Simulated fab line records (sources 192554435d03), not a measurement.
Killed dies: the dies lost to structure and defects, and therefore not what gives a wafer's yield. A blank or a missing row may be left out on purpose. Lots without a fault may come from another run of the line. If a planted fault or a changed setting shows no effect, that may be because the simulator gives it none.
Split-lot study / flow n5-finfet / 21 wafers read across 7 lots, on a route 1938 steps long

== ABOUT THE SPLIT ==
At N5_BEOL_M11_COAT_59 (time 60 s, resist thk 100 nm), the setting spin-rpm was moved away from the recipe's 1500 rpm on 6 of the 21 wafers read, by +8.8% to +9.4%. All remaining wafers had this setting at the recipe value.

== FROM THE SPLIT TO THE READING: what the file shows between them, 9 steps ==
- N5_BEOL_M11_EXPOSE_08: exposes mask M11 (also split here: dose-mj)
- N5_BEOL_M11_PEB_09: peb time 60 s
- N5_BEOL_M11_DEVELOP_10: develop time 30 s
- N5_BEOL_M11_CD_MEAS_11: target cd 64.1 nm
- N5_BEOL_M11_DESCUM_16: chemistry O2, time 7.9 s
- N5_BEOL_M11_ETCH_61: etches SiARC in CF4, target depth 39 nm, time 65 s
- N5_BEOL_M11_ETCH_62: etches SOC in N2/H2, target depth 110 nm, overetch 22 nm, time 165 s
- N5_BEOL_M11_STRIP_68: strips in N2/H2
- N5_BEOL_M11_STRIP_67: strips in CF4

== THE READING ==
SOC_of_BEOL_M11_COAT_59.thk-nm (the simulator's own value, which no gauge read), in nm, at N5_BEOL_M11_HM_OPEN_17 (chemistry Cl2/BCl3, target TiN, target depth 20 nm, overetch 6 nm). The file does not state a usual value for it. The 15 wafers here that ran the recipe average 92.0 nm, standard deviation 0.31 nm.

wafer=L078.1; tool, chamber at the split=litho-track-04, 0; spin-rpm as run, rpm=1500; against the recipe=recipe; SOC_of_BEOL_M11_COAT_59.thk-nm, nm=92; against lot-mates on the recipe=-
wafer=L078.2; tool, chamber at the split=litho-track-04, 0; spin-rpm as run, rpm=1500; against the recipe=recipe; SOC_of_BEOL_M11_COAT_59.thk-nm, nm=91.8; against lot-mates on the recipe=-
wafer=L078.6; tool, chamber at the split=litho-track-04, 0; spin-rpm as run, rpm=1500; against the recipe=recipe; SOC_of_BEOL_M11_COAT_59.thk-nm, nm=92; against lot-mates on the recipe=-
wafer=L080.1; tool, chamber at the split=litho-track-02, 0; spin-rpm as run, rpm=1500; against the recipe=recipe; SOC_of_BEOL_M11_COAT_59.thk-nm, nm=92.2; against lot-mates on the recipe=-
wafer=L080.2; tool, chamber at the split=litho-track-02, 0; spin-rpm as run, rpm=1500; against the recipe=recipe; SOC_of_BEOL_M11_COAT_59.thk-nm, nm=92.2; against lot-mates on the recipe=-
wafer=L080.6; tool, chamber at the split=litho-track-02, 0; spin-rpm as run, rpm=1500; against the recipe=recipe; SOC_of_BEOL_M11_COAT_59.thk-nm, nm=92; against lot-mates on the recipe=-
wafer=L092.1; tool, chamber at the split=litho-track-02, 0; spin-rpm as run, rpm=1641; against the recipe=+9.4%; SOC_of_BEOL_M11_COAT_59.thk-nm, nm=87.8; against lot-mates on the recipe=-4.0
wafer=L092.3; tool, chamber at the split=litho-track-02, 0; spin-rpm as run, rpm=1641; against the recipe=+9.4%; SOC_of_BEOL_M11_COAT_59.thk-nm, nm=87.4; against lot-mates on the recipe=-4.4
wafer=L092.4; tool, chamber at the split=litho-track-02, 0; spin-rpm as run, rpm=1500; against the recipe=recipe; SOC_of_BEOL_M11_COAT_59.thk-nm, nm=91.8; against lot-mates on the recipe=-
wafer=L093.2; tool, chamber at the split=litho-track-03, 0; spin-rpm as run, rpm=1632; against the recipe=+8.8%; SOC_of_BEOL_M11_COAT_59.thk-nm, nm=88.2; against lot-mates on the recipe=-4.8
wafer=L093.5; tool, chamber at the split=litho-track-03, 0; spin-rpm as run, rpm=1632; against the recipe=+8.8%; SOC_of_BEOL_M11_COAT_59.thk-nm, nm=88.2; against lot-mates on the recipe=-4.8
wafer=L093.6; tool, chamber at the split=litho-track-03, 0; spin-rpm as run, rpm=1500; against the recipe=recipe; SOC_of_BEOL_M11_COAT_59.thk-nm, nm=93; against lot-mates on the recipe=-
wafer=L094.3; tool, chamber at the split=litho-track-02, 0; spin-rpm as run, rpm=1500; against the recipe=recipe; SOC_of_BEOL_M11_COAT_59.thk-nm, nm=91.6; against lot-mates on the recipe=-
wafer=L094.4; tool, chamber at the split=litho-track-02, 0; spin-rpm as run, rpm=1500; against the recipe=recipe; SOC_of_BEOL_M11_COAT_59.thk-nm, nm=91.8; against lot-mates on the recipe=-
wafer=L094.5; tool, chamber at the split=litho-track-02, 0; spin-rpm as run, rpm=1500; against the recipe=recipe; SOC_of_BEOL_M11_COAT_59.thk-nm, nm=91.8; against lot-mates on the recipe=-
wafer=L096.1; tool, chamber at the split=litho-track-03, 0; spin-rpm as run, rpm=1500; against the recipe=recipe; SOC_of_BEOL_M11_COAT_59.thk-nm, nm=92; against lot-mates on the recipe=-
wafer=L096.6; tool, chamber at the split=litho-track-03, 0; spin-rpm as run, rpm=1500; against the recipe=recipe; SOC_of_BEOL_M11_COAT_59.thk-nm, nm=92; against lot-mates on the recipe=-
wafer=L096.5; tool, chamber at the split=litho-track-03, 0; spin-rpm as run, rpm=1500; against the recipe=recipe; SOC_of_BEOL_M11_COAT_59.thk-nm, nm=92.2; against lot-mates on the recipe=-
wafer=L097.2; tool, chamber at the split=litho-track-03, 0; spin-rpm as run, rpm=1500; against the recipe=recipe; SOC_of_BEOL_M11_COAT_59.thk-nm, nm=91.8; against lot-mates on the recipe=-
wafer=L097.4; tool, chamber at the split=litho-track-03, 0; spin-rpm as run, rpm=1641; against the recipe=+9.4%; SOC_of_BEOL_M11_COAT_59.thk-nm, nm=87.4; against lot-mates on the recipe=-4.4
wafer=L097.5; tool, chamber at the split=litho-track-03, 0; spin-rpm as run, rpm=1641; against the recipe=+9.4%; SOC_of_BEOL_M11_COAT_59.thk-nm, nm=87.6; against lot-mates on the recipe=-4.2

THE FIT
A straight line over all 21 wafers: SOC_of_BEOL_M11_COAT_59.thk-nm changes by -0.462 nm for each +1% of spin-rpm; r = -0.99; the points scatter about the line by 0.31 nm.
The same after taking each lot's own level away (the mean of its wafers on the recipe; 21 wafers): -0.48 nm for each +1%; r = -0.99; scatter 0.25 nm.
That fit puts the effect of the largest move of spin-rpm on the reading at 4.5 nm.
The span of the lots' own levels, 91.73 to 93.00 nm, comes to 4.0 times the standard deviation stated above.
The two slopes are in agreement: the lot-to-lot level therefore moves the slope only a little.
Check: -4.63 nm against its lot-mates is what the line predicts for one of the wafers moved furthest among these (+9.4%) when that wafer is left out of the fit. It came out at -4 nm against them.

== FURTHER SPLITS ON THESE WAFERS ==
Note: prior to the reading, these wafers also went through further splits. Each is held against what the fit with the lots' levels taken away leaves over:
other split on the same wafers=N5_BEOL_M10_VIA_ETCH_34 bias-w; wafers away from the commonest value=5; r with SOC_of_BEOL_M11_COAT_59.thk-nm (lot level and that fit taken away)=-0.24
other split on the same wafers=N5_BEOL_M10_TRENCH_ETCH_37 bias-w; wafers away from the commonest value=5; r with SOC_of_BEOL_M11_COAT_59.thk-nm (lot level and that fit taken away)=+0.45
other split on the same wafers=N5_BEOL_M11_EXPOSE_08 dose-mj; wafers away from the commonest value=8; r with SOC_of_BEOL_M11_COAT_59.thk-nm (lot level and that fit taken away)=+0.29

== THE WHOLE CHAIN: every reading that the file lists as answering this split, in the file's order ==
step=N5_BEOL_M11_COAT_59; what it does=time 60 s, resist thk 100 nm; reading=SOC_of_BEOL_M11_COAT_59.thk-nm (the simulator's own value, which no gauge read); change (the file's fit)=-0.488 nm for each +1% of the setting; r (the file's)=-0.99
step=N5_BEOL_M11_ETCH_62; what it does=etches SOC in N2/H2, target depth 110 nm, overetch 22 nm, time 165 s; reading=etch.depth-nm (the simulator's own value, which no gauge read); change (the file's fit)=-0.486 nm for each +1% of the setting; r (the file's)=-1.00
step=N5_BEOL_M11_HM_OPEN_17; what it does=chemistry Cl2/BCl3, target TiN, target depth 20 nm, overetch 6 nm; reading=SOC_of_BEOL_M11_COAT_59.thk-nm (the simulator's own value, which no gauge read); change (the file's fit)=-0.481 nm for each +1% of the setting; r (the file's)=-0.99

== FILE'S OWN FIT ==
SOC_of_BEOL_M11_COAT_59.thk-nm changes by -0.481 nm for each +1% of spin-rpm, r = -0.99.
